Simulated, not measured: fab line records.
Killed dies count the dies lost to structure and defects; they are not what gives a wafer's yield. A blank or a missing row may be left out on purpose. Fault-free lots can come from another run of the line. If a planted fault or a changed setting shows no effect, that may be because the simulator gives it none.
Chamber matching + flow nand harc + NHARC_A_SLIT_DEP_25 on pecvd-01 has 3 sister chambers
The step deposits SiO2, target thk 200 nm. 6 wafers are shown with their chamber, then 10 later ones without.

## EACH WAFER AND ITS CHAMBER
| wafer  | chamber | heater power w (W) | throttle valve pct (%) |
|--------|---------|--------------------|------------------------|
| L075.2 | 0       | 727                | 15.6                   |
| L083.4 | 0       | 587                | 15.8                   |
| L085.2 | 1       | 470                | 16.2                   |
| L085.6 | 2       | 650                | 15.7                   |
| L090.1 | 1       | 410                | 16.0                   |
| L090.4 | 2       | 690                | 16.1                   |

## WAFERS WITH NO CHAMBER GIVEN
| wafer  | heater power w (W) | throttle valve pct (%) |
|--------|--------------------|------------------------|
| L090.6 | 426                | 16.2                   |
| L092.1 | 747                | 15.8                   |
| L092.3 | 467                | 16.3                   |
| L092.5 | 719                | 16.1                   |
| L094.3 | 644                | 15.9                   |
| L094.5 | 719                | 15.8                   |
| L094.6 | 430                | 16.1                   |
| L096.2 | 726                | 15.7                   |
| L096.5 | 601                | 16.0                   |
| L096.6 | 402                | 16.1                   |

## WHICH CHAMBER EACH ONE RAN IN
| wafer  | from the rows above          | in truth |
|--------|------------------------------|----------|
| L090.6 | 1                            | 1        |
| L092.1 | can't be placed: 2 or 0      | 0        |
| L092.3 | 1                            | 1        |
| L092.5 | can't be placed: 2 or 0      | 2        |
| L094.3 | can't be placed: 2 or 0      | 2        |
| L094.5 | can't be placed: 2 or 0      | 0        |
| L094.6 | 1                            | 1        |
| L096.2 | can't be placed: 0 or 2      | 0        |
| L096.5 | can't be placed: 2 or 0 or 1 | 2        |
| L096.6 | 1                            | 1        |
Placed correctly: 4 of 10. From these rows, 6 cannot be placed; in 6 the true chamber is one of the candidates. 0 placed wrongly.
How it was worked out, from the rows above alone: a wafer's distance from a chamber is the root of the sum, over the readings, of the square of ((its reading less the chamber's mean) divided by the reading's scatter). If the next closest chamber is less than 2 further off than the closest, the wafer can't be placed; otherwise it belongs to the closest. Each chamber's mean is taken over the wafers shown for it. The scatter is the square root of a quotient: the sum, over the shown wafers, of each reading's squared deviation from its chamber's mean, divided by wafers minus chambers.
